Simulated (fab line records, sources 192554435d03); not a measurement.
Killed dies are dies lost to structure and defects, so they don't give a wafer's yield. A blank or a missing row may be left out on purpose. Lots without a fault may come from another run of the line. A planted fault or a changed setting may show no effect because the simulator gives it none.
A struck lot beside a sound one | flow n5_finfet | 15 steps out of a route of 1938
Sound: wafers L830.1, L830.4, L830.5. Struck: wafers L845.2, L845.3, L845.5. The cause comes at the end.
At each step with rows: each side's tool, then ch and its chambers, then its first start. Under that, the readings that differ: sound wafers | struck wafers | difference of the means | sigmas: that difference in standard deviations of wafers without a fault.
alike: readings whose means differ by less than 2 such deviations, and words and numbers that are the same on both sides. not compared: withheld readings, readings that some wafer has no value for, bounds like >300 that may hide the same value, and numbers for which the record gives no deviation and whose values overlap.
The two part at a step that has a row with sigmas, a row that says differs or no value, or rows on one side only. Numbers that don't overlap but have no deviation are shown without sigmas and don't part them. A reading that every wafer of one side lacks parts them only if that side has two wafers or more.

first, 4 steps without rows for these wafers: N5_MOL_CONTACT_COAG_SOFTBAKE_79 (time 60 s); N5_MOL_CONTACT_COAG_EXPOSE_81 (exposes mask VG, defocus 0 nm); N5_MOL_CONTACT_COAG_PEB_82 (peb time 60 s); N5_MOL_CONTACT_COAG_DEVELOP_83 (develop time 30 s).
N5_MOL_CONTACT_COAG_CD_MEAS_84: target cd 25.1 nm.
  sound on cd_sem-02 ch 0, day 6 04:59; struck on cd_sem-01 ch 0, day 9 21:54
  alike: cd_nm
N5_MOL_CONTACT_COAG_OVL_MEAS_85:
  sound on overlay-02 ch 0, day 6 05:01; struck on overlay-01 ch 0, day 9 21:56
  alike: VG_OVL
N5_MOL_CONTACT_COAG_INSPECT_57: inspects for defects (brightfield).
  sound on defect_inspect-01, day 6 05:04; struck on defect_inspect-01, day 9 21:59
  alike: raw_defect_count
N5_MOL_CONTACT_COAG_DESCUM_88: chemistry O2, time 7 s.
  sound on rie_diel-03 ch 0,1,2, day 6 05:06; struck on rie_diel-05 ch 1,3, day 9 22:01
  alike: chamber_pressure_mTorr, drypump_motor_current_A, oes_product_au, rf_vpp_V, showerhead_plenum_p_Torr, throttle_valve_pct
  not compared: rf_hours_counter_h
N5_MOL_CONTACT_COAG_ETCH_89: etches underlayer in N2/H2, target depth 13 nm, time 10.4 s.
  sound on rie_diel-03 ch 0,1,2, day 6 05:08; struck on rie_diel-05 ch 1,3, day 9 22:04
  alike: chamber_pressure_mTorr, drypump_motor_current_A, etch_rf_on_time_s, h2_flow_sccm, oes_product_au, rf_fwd_power_W, rf_vpp_V, showerhead_plenum_p_Torr, throttle_valve_pct
  not compared: rf_hours_counter_h
N5_MOL_CONTACT_COAG_ETCH_90: etches SiARC in CF4, target depth 13 nm, time 21.7 s.
  sound on rie_diel-03 ch 0,1,2, day 6 05:09; struck on rie_diel-05 ch 1,3, day 9 22:05
  alike: chamber_pressure_mTorr, drypump_motor_current_A, etch_rf_on_time_s, oes_product_au, rf_fwd_power_W, rf_vpp_V, showerhead_plenum_p_Torr, throttle_valve_pct
  not compared: rf_hours_counter_h
N5_MOL_CONTACT_COAG_ALD_131: deposits SiO2, target thk 5 nm, pulse time 1 s, co reactant pulse time 1 s.
  sound on ald_sin-04 ch 0,1, day 6 05:14; struck on ald_sin-03 ch 1,2, day 9 22:14
  alike: heater_power_w, precursor_pulse_height_rel
N5_MOL_CONTACT_COAG_ETCHBACK_132: etches SiO2 in CHF3, target depth 10 nm, time 6.7 s.
  sound on rie_diel-04 ch 0,1,2, day 6 05:25; struck on rie_diel-03 ch 0,2,3, day 9 22:25
  reading                        | sound                | struck               | difference | sigmas
  chamber_pressure_mTorr (mTorr) | 29.987 29.979 29.979 | 30.050 30.005 30.065 | +0.058     | +2
  alike: drypump_motor_current_A, oes_product_au, rf_vpp_V, showerhead_plenum_p_Torr, throttle_valve_pct
  not compared: rf_hours_counter_h
N5_MOL_CONTACT_COAG_ETCH_91: etches SOC in N2/H2, target depth 60 nm, overetch 21 nm, time 101.2 s.
  sound on rie_diel-04 ch 0,1,2, day 6 05:27; struck on rie_diel-03 ch 0,2,3, day 9 22:26
  reading                                             | sound             | struck               | difference | sigmas
  rf_fwd_power_W (W)                                  | 832.0 830.8 833.9 | 1037.7 1034.5 1039.6 | +205.0     | +76
  rf_vpp_V (V)                                        | 524.1 522.9 526.1 | 486.2 490.6 487.7    | -36.2      | -16
  model.SiARC_of_MOL_CONTACT_COAG_COAT_76.thk_nm (nm) | 6 5.8 5.8         | 5.2 5.4 5.4          | -0.5       |
  alike: chamber_pressure_mTorr, drypump_motor_current_A, h2_flow_sccm, oes_product_au, showerhead_plenum_p_Torr, throttle_valve_pct
  not compared: rf_hours_counter_h
then, 1 step without rows for these wafers: N5_MOL_CONTACT_COAG_STRIP_92 (strips in N2/H2).
-- the record jumps here: 8 days lie between the struck wafers' starts before and after (it left off in module MOL_CONTACT_COAG and takes up again in module PASSIVATION, whose first step shown is number 1936 of the route) --
N5_PASSIVATION_PROBE_49:
  sound on prober-02, day 13 10:32; struck on prober-01, day 17 19:19
  reading         | sound   | struck | difference | sigmas
  killed_at_other | 10 10 7 | 0 2 4  | -7         | -2
  alike: killed_at_M0_to_M3, killed_at_M4_up, killed_at_contacts, killed_at_front_end, killed_dies, killed_open, killed_short

WHERE THEY PART
First at N5_MOL_CONTACT_COAG_ETCHBACK_132; last, within this record, at N5_PASSIVATION_PROBE_49.

WHY: what the simulator had put in
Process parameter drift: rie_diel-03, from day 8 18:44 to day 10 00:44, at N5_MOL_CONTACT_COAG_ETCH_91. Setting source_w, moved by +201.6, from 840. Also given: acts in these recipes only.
